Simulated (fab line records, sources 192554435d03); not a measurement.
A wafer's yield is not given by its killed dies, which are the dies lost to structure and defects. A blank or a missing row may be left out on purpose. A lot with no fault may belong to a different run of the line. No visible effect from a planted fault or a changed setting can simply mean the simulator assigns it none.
Chamber matching :: flow n5Finfet :: N5_GATE_CUT_ALD_22 on aldSin-04: 4 sister chambers
The step deposits SiNx, target thk 16 nm, pulse time 1 s, ald cycles 320. 4 wafers are shown with their chamber, then 7 later ones without.

== WAFERS, EACH WITH ITS CHAMBER ==
wafer: L306.6
chamber: 3
heaterPowerW (W): 775

wafer: L307.1
chamber: 0
heaterPowerW (W): 724

wafer: L314.2
chamber: 2
heaterPowerW (W): 924

wafer: L314.4
chamber: 1
heaterPowerW (W): 928

== WAFERS WITHOUT THEIR CHAMBER ==
wafer: L314.5
heaterPowerW (W): 894

wafer: L315.1
heaterPowerW (W): 729

wafer: L315.4
heaterPowerW (W): 897

wafer: L315.6
heaterPowerW (W): 793

wafer: L317.1
heaterPowerW (W): 914

wafer: L317.2
heaterPowerW (W): 750

wafer: L317.3
heaterPowerW (W): 789

== CHAMBER TAKEN BY EACH ==
wafer: L314.5
from the rows above: can't be placed: 2 or 1
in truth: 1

wafer: L315.1
from the rows above: 0
in truth: 0

wafer: L315.4
from the rows above: can't be placed: 2 or 1
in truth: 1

wafer: L315.6
from the rows above: 3
in truth: 3

wafer: L317.1
from the rows above: can't be placed: 2 or 1
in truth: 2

wafer: L317.2
from the rows above: can't be placed: 3 or 0
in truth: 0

wafer: L317.3
from the rows above: 3
in truth: 3
Placed correctly: 3 of 7. These rows do not allow placing 4 (true chamber among the candidates in 4). 0 placed wrongly.
How it was worked out, from the rows above alone: a wafer's distance from a chamber is the root of the sum, over the readings, of the square of ((its reading less the chamber's mean) divided by the reading's scatter). If the next closest chamber is less than 2 further off than the closest, the wafer can't be placed; otherwise it belongs to the closest. Each chamber's mean is taken over the wafers shown for it. The scatter (one wafer shown for each chamber): square how far every hidden wafer sits from the nearest shown wafer, average those squares and take the square root.
